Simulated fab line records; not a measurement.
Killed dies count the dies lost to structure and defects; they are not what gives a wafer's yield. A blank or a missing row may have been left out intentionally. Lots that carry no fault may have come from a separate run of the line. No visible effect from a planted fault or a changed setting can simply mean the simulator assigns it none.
Which tool was responsible? / flow nand_harc / Sampling: 13 lots, 39 wafers, 5 of 1159 route steps

## WHAT EACH GAUGE READ, for each wafer
NHARC_HYBRID_BOND_INSPECT_06: inspects for defects (ir void). Usual: raw_defect_count reads 30 (standard deviation 13).
lot=L614; measured=day 18 10:16; on=defect_inspect-02; raw_defect_count=22 32 31; flag=
lot=L613; measured=day 18 20:46; on=defect_inspect-02; raw_defect_count=18 15 16; flag=
lot=L616; measured=day 19 03:42; on=defect_inspect-01; raw_defect_count=31 24 16; flag=
lot=L615; measured=day 19 10:45; on=defect_inspect-02; raw_defect_count=37 43 28; flag=
lot=L619; measured=day 19 19:01; on=defect_inspect-01; raw_defect_count=39 39 34; flag=
lot=L622; measured=day 20 06:16; on=defect_inspect-01; raw_defect_count=36 33 43; flag=
lot=L624; measured=day 20 16:08; on=defect_inspect-02; raw_defect_count=26 41 26; flag=
lot=L620; measured=day 20 16:08; on=defect_inspect-01; raw_defect_count=12 12 13; flag=
lot=L627; measured=day 21 00:49; on=defect_inspect-02; raw_defect_count=13 12 26; flag=
lot=L623; measured=day 21 00:49; on=defect_inspect-01; raw_defect_count=34 30 33; flag=
lot=L626; measured=day 21 08:13; on=defect_inspect-02; raw_defect_count=36 28 30; flag=
lot=L635; measured=day 24 01:10; on=defect_inspect-02; raw_defect_count=53 57 43; flag=
lot=L634; measured=day 24 08:04; on=defect_inspect-01; raw_defect_count=25 29 26; flag=

NHARC_END_SORT_01. Usual: defect_limited_yield 95.6 %, standard deviation 1.5; killed_at_array 27, standard deviation 10; killed_at_other 0.6, standard deviation 0.83; killed_at_periphery 2.4, standard deviation 1.8; killed_dies 30, standard deviation 10; killed_open 3.3, standard deviation 1.7; killed_short 1.8, standard deviation 1.4; sort_bin_2_pct 1.3 %, standard deviation 0.69; sort_bin_3_pct 0.25 %, standard deviation 0.24; sort_bin_4_pct 2.8 %, standard deviation 0.94; sort_n_pass 647, standard deviation 10; sort_rim_yield_pct 96.7 %, standard deviation 2.1; sort_yield_pct 95.6 %, standard deviation 1.5.
lot=L619; measured=day 20 15:52; on=prober-01; defect_limited_yield (%)=94.1 94.7 95.1; killed_at_array=39 34 32; killed_at_other=0 0 1; killed_at_periphery=1 2 0; killed_dies=40 36 33; killed_open=3 3 2; killed_short=0 2 2; sort_bin_2_pct (%)=2.2 1.6 1.5; sort_bin_3_pct (%)=0 0.44 0.15; sort_bin_4_pct (%)=3.7 3.2 3.2; sort_n_pass=637 641 644; sort_rim_yield_pct (%)=96.2 99.1 96.2; sort_yield_pct (%)=94.1 94.7 95.1; flag=
lot=L627; measured=day 21 21:55; on=prober-01; defect_limited_yield (%)=96.9 0.1 95.6; killed_at_array=18 13 29; killed_at_other=2 660 0; killed_at_periphery=1 3 1; killed_dies=21 676 30; killed_open=5 5 9; killed_short=3 1 0; sort_bin_2_pct (%)=1.0 97.8 1.0; sort_bin_3_pct (%)=0.15 0 0.15; sort_bin_4_pct (%)=1.9 2.1 3.2; sort_n_pass=656 1 647; sort_rim_yield_pct (%)=97.2 0 95.3; sort_yield_pct (%)=96.9 0.1 95.6; flag=OFF
lot=L623; measured=day 21 21:18; on=prober-02; defect_limited_yield (%)=94.8 0 94.2; killed_at_array=30 30 37; killed_at_other=0 646 0; killed_at_periphery=5 1 2; killed_dies=35 677 39; killed_open=5 4 6; killed_short=2 3 5; sort_bin_2_pct (%)=1.8 97.2 1.2; sort_bin_3_pct (%)=0.30 0.44 0.15; sort_bin_4_pct (%)=3.1 2.4 4.4; sort_n_pass=642 0 638; sort_rim_yield_pct (%)=95.3 0 95.3; sort_yield_pct (%)=94.8 0 94.2; flag=OFF
lot=L626; measured=day 22 06:43; on=prober-02; defect_limited_yield (%)=95.0 95.6 0; killed_at_array=32 28 24; killed_at_other=0 0 651; killed_at_periphery=2 2 2; killed_dies=34 30 677; killed_open=3 5 1; killed_short=2 4 0; sort_bin_2_pct (%)=1.2 1.2 97.5; sort_bin_3_pct (%)=0.15 0 0.15; sort_bin_4_pct (%)=3.7 3.2 2.4; sort_n_pass=643 647 0; sort_rim_yield_pct (%)=94.3 100.0 0; sort_yield_pct (%)=95.0 95.6 0; flag=OFF

## WHICH TOOL RAN EACH LOT (tool, then ch and the chambers of the sampled wafers, then the start)
lot=L614; NHARC_THIN_TSV_DESCUM_14=rie_diel-03 ch 1,3, day 18 13:09; NHARC_THIN_TSV_PVD_19=pvd_sputter-02, day 18 16:20 or earlier; NHARC_THIN_TSV_ECD_20=ecd_cu-01 ch 0,1, day 18 16:20
lot=L613; NHARC_THIN_TSV_DESCUM_14=rie_diel-03 ch 1,2,3, day 18 23:38; NHARC_THIN_TSV_PVD_19=pvd_sputter-02, day 19 02:43 or earlier; NHARC_THIN_TSV_ECD_20=ecd_cu-02 ch 0,1, day 19 02:43
lot=L616; NHARC_THIN_TSV_DESCUM_14=rie_diel-09 ch 1,3, day 19 13:37; NHARC_THIN_TSV_PVD_19=pvd_sputter-01, day 19 16:45 or earlier; NHARC_THIN_TSV_ECD_20=ecd_cu-02 ch 0,1, day 19 16:45
lot=L615; NHARC_THIN_TSV_DESCUM_14=rie_diel-03 ch 1,2,3, day 19 14:50; NHARC_THIN_TSV_PVD_19=pvd_sputter-02, day 19 18:01 or earlier; NHARC_THIN_TSV_ECD_20=ecd_cu-02 ch 0,1, day 19 18:01
lot=L619; NHARC_THIN_TSV_DESCUM_14=rie_diel-09 ch 0,1, day 19 21:44; NHARC_THIN_TSV_PVD_19=pvd_sputter-02, day 20 01:36 or earlier; NHARC_THIN_TSV_ECD_20=ecd_cu-01 ch 0,1, day 20 01:36
lot=L622; NHARC_THIN_TSV_DESCUM_14=rie_diel-01 ch 0,1,2, day 20 09:10; NHARC_THIN_TSV_PVD_19=pvd_sputter-01, day 20 12:26 or earlier; NHARC_THIN_TSV_ECD_20=ecd_cu-02 ch 0,1, day 20 12:26
lot=L624; NHARC_THIN_TSV_DESCUM_14=rie_diel-01 ch 1,2, day 20 20:13; NHARC_THIN_TSV_PVD_19=pvd_sputter-02, day 20 23:22 or earlier; NHARC_THIN_TSV_ECD_20=ecd_cu-02 ch 0,1, day 20 23:22
lot=L620; NHARC_THIN_TSV_DESCUM_14=rie_diel-01 ch 0,1,2, day 20 18:56; NHARC_THIN_TSV_PVD_19=pvd_sputter-03, day 20 22:03 or earlier; NHARC_THIN_TSV_ECD_20=ecd_cu-02 ch 0,1, day 20 22:03
lot=L627; NHARC_THIN_TSV_DESCUM_14=rie_diel-01 ch 0,1,3, day 21 03:34; NHARC_THIN_TSV_PVD_19=pvd_sputter-03, day 21 06:38 or earlier; NHARC_THIN_TSV_ECD_20=ecd_cu-02 ch 0,1, day 21 06:38
lot=L623; NHARC_THIN_TSV_DESCUM_14=rie_diel-03 ch 1,2,3, day 21 05:13; NHARC_THIN_TSV_PVD_19=pvd_sputter-03, day 21 08:17 or earlier; NHARC_THIN_TSV_ECD_20=ecd_cu-02 ch 0,1, day 21 08:17
lot=L626; NHARC_THIN_TSV_DESCUM_14=rie_diel-03 ch 0,1,2, day 21 11:04; NHARC_THIN_TSV_PVD_19=pvd_sputter-03, day 21 14:23 or earlier; NHARC_THIN_TSV_ECD_20=ecd_cu-02 ch 0,1, day 21 14:23
lot=L635; NHARC_THIN_TSV_DESCUM_14=rie_diel-01 ch 0,1,3, day 24 03:54; NHARC_THIN_TSV_PVD_19=pvd_sputter-03, day 24 07:20 or earlier; NHARC_THIN_TSV_ECD_20=ecd_cu-01 ch 0,1, day 24 07:20
lot=L634; NHARC_THIN_TSV_DESCUM_14=rie_diel-09 ch 0,2,3, day 24 10:55; NHARC_THIN_TSV_PVD_19=pvd_sputter-01, day 24 14:19 or earlier; NHARC_THIN_TSV_ECD_20=ecd_cu-02 ch 0,1, day 24 14:19
- NHARC_THIN_TSV_DESCUM_14: chemistry O2, time 3 s.
- NHARC_THIN_TSV_PVD_19: deposits TaN, target thk 20 nm.
- NHARC_THIN_TSV_ECD_20: material Cu, target thk 2000 nm.

## AS READ BY THE TOOLS THEMSELVES (means over the sampled wafers that have a number; for cases with no such wafer, the mark the record gives instead)
NHARC_THIN_TSV_DESCUM_14. Usual: drypump_motor_current_A 5.8 A, standard deviation 0.6; mfc_ar_sccm 0.010 sccm, standard deviation 0.013; oes_product_au 1.002 a.u., standard deviation 0.011; rf_vpp_V 58.0 V, standard deviation 0.89; showerhead_plenum_p_Torr 1.95 Torr, standard deviation 0.076; throttle_valve_pct 11.311 %, standard deviation 0.0099.
lot=L614; tool=rie_diel-03; drypump_motor_current_A (A)=5.3; mfc_ar_sccm (sccm)=0.033; oes_product_au (a.u.)=1.007; rf_vpp_V (V)=58.3; showerhead_plenum_p_Torr (Torr)=2.01; throttle_valve_pct (%)=11.315; flag=
lot=L613; tool=rie_diel-03; drypump_motor_current_A (A)=5.8; mfc_ar_sccm (sccm)=0.023; oes_product_au (a.u.)=1.005; rf_vpp_V (V)=58.5; showerhead_plenum_p_Torr (Torr)=1.94; throttle_valve_pct (%)=11.310; flag=
lot=L616; tool=rie_diel-09; drypump_motor_current_A (A)=6.2; mfc_ar_sccm (sccm)=0.006; oes_product_au (a.u.)=1.011; rf_vpp_V (V)=58.1; showerhead_plenum_p_Torr (Torr)=2.03; throttle_valve_pct (%)=11.309; flag=
lot=L615; tool=rie_diel-03; drypump_motor_current_A (A)=5.8; mfc_ar_sccm (sccm)=0.023; oes_product_au (a.u.)=1.004; rf_vpp_V (V)=58.0; showerhead_plenum_p_Torr (Torr)=1.94; throttle_valve_pct (%)=11.302; flag=
lot=L619; tool=rie_diel-09; drypump_motor_current_A (A)=6.5; mfc_ar_sccm (sccm)=0.000; oes_product_au (a.u.)=0.999; rf_vpp_V (V)=58.1; showerhead_plenum_p_Torr (Torr)=1.99; throttle_valve_pct (%)=11.298; flag=
lot=L622; tool=rie_diel-01; drypump_motor_current_A (A)=5.7; mfc_ar_sccm (sccm)=0.012; oes_product_au (a.u.)=1.007; rf_vpp_V (V)=57.6; showerhead_plenum_p_Torr (Torr)=1.87; throttle_valve_pct (%)=11.312; flag=
lot=L624; tool=rie_diel-01; drypump_motor_current_A (A)=5.8; mfc_ar_sccm (sccm)=0.005; oes_product_au (a.u.)=1.003; rf_vpp_V (V)=56.7; showerhead_plenum_p_Torr (Torr)=1.84; throttle_valve_pct (%)=11.313; flag=
lot=L620; tool=rie_diel-01; drypump_motor_current_A (A)=5.7; mfc_ar_sccm (sccm)=0.012; oes_product_au (a.u.)=1.002; rf_vpp_V (V)=56.7; showerhead_plenum_p_Torr (Torr)=1.87; throttle_valve_pct (%)=11.308; flag=
lot=L627; tool=rie_diel-01; drypump_motor_current_A (A)=5.5; mfc_ar_sccm (sccm)=0.011; oes_product_au (a.u.)=1.009; rf_vpp_V (V)=58.0; showerhead_plenum_p_Torr (Torr)=1.91; throttle_valve_pct (%)=11.315; flag=
lot=L623; tool=rie_diel-03; drypump_motor_current_A (A)=5.8; mfc_ar_sccm (sccm)=0.023; oes_product_au (a.u.)=1.006; rf_vpp_V (V)=57.1; showerhead_plenum_p_Torr (Torr)=1.94; throttle_valve_pct (%)=11.311; flag=
lot=L626; tool=rie_diel-03; drypump_motor_current_A (A)=5.7; mfc_ar_sccm (sccm)=0.011; oes_product_au (a.u.)=0.995; rf_vpp_V (V)=58.3; showerhead_plenum_p_Torr (Torr)=1.95; throttle_valve_pct (%)=11.309; flag=
lot=L635; tool=rie_diel-01; drypump_motor_current_A (A)=5.6; mfc_ar_sccm (sccm)=0.011; oes_product_au (a.u.)=1.003; rf_vpp_V (V)=57.7; showerhead_plenum_p_Torr (Torr)=1.91; throttle_valve_pct (%)=11.309; flag=
lot=L634; tool=rie_diel-09; drypump_motor_current_A (A)=6.1; mfc_ar_sccm (sccm)=0.003; oes_product_au (a.u.)=1.010; rf_vpp_V (V)=58.5; showerhead_plenum_p_Torr (Torr)=2.02; throttle_valve_pct (%)=11.321; flag=

NHARC_THIN_TSV_PVD_19. Usual: throttle_valve_pct reads 29.4 % (standard deviation 1.5).
lot=L614; tool=pvd_sputter-02; throttle_valve_pct (%)=28.8; flag=
lot=L613; tool=pvd_sputter-02; throttle_valve_pct (%)=29.1; flag=
lot=L616; tool=pvd_sputter-01; throttle_valve_pct (%)=29.2; flag=
lot=L615; tool=pvd_sputter-02; throttle_valve_pct (%)=29.3; flag=
lot=L619; tool=pvd_sputter-02; throttle_valve_pct (%)=28.7; flag=
lot=L622; tool=pvd_sputter-01; throttle_valve_pct (%)=29.7; flag=
lot=L624; tool=pvd_sputter-02; throttle_valve_pct (%)=28.7; flag=
lot=L620; tool=pvd_sputter-03; throttle_valve_pct (%)=30.9; flag=
lot=L627; tool=pvd_sputter-03; throttle_valve_pct (%)=28.7; flag=
lot=L623; tool=pvd_sputter-03; throttle_valve_pct (%)=30.9; flag=
lot=L626; tool=pvd_sputter-03; throttle_valve_pct (%)=30.7; flag=
lot=L635; tool=pvd_sputter-03; throttle_valve_pct (%)=29.3; flag=
lot=L634; tool=pvd_sputter-01; throttle_valve_pct (%)=30.2; flag=

## THE ANSWER, worked out from the rows above alone
Rule: take the mean of a lot's wafers that have a number; if it is more than 3 standard deviations from the usual mean, the lot is off. Also off: a lot with no number at a reading for which 4 or more lots have one. Where the step has rows for the other lots, those lots are counted as sound. After the gauges, taken in route order, come the tools' own readings; for these a lot's mean is taken, as printed above. At the first step where some lot is off, the reading lying furthest off is the one used; lots without a number count as furthest.
Off at NHARC_END_SORT_01 (killed_at_other): L627, L623, L626. Neither off nor sound, because the step has no rows for them: L614, L613, L616, L615, L622, L624, L620, L635, L634.
A tool fits if, at a process step before that reading, it ran every lot that is off, and no sound lot after the first of them. The gauges at NHARC_END_SORT_01 are tried like those tools. NHARC_THIN_TSV_PVD_19 gives no start for some lots, so the hours and the order of its lots are those of NHARC_THIN_TSV_ECD_20. Can't be told from this: 2 tools fit, pvd_sputter-03 at NHARC_THIN_TSV_PVD_19, ecd_cu-02 at NHARC_THIN_TSV_ECD_20.

## WHAT WAS PUT IN BY THE SIMULATOR
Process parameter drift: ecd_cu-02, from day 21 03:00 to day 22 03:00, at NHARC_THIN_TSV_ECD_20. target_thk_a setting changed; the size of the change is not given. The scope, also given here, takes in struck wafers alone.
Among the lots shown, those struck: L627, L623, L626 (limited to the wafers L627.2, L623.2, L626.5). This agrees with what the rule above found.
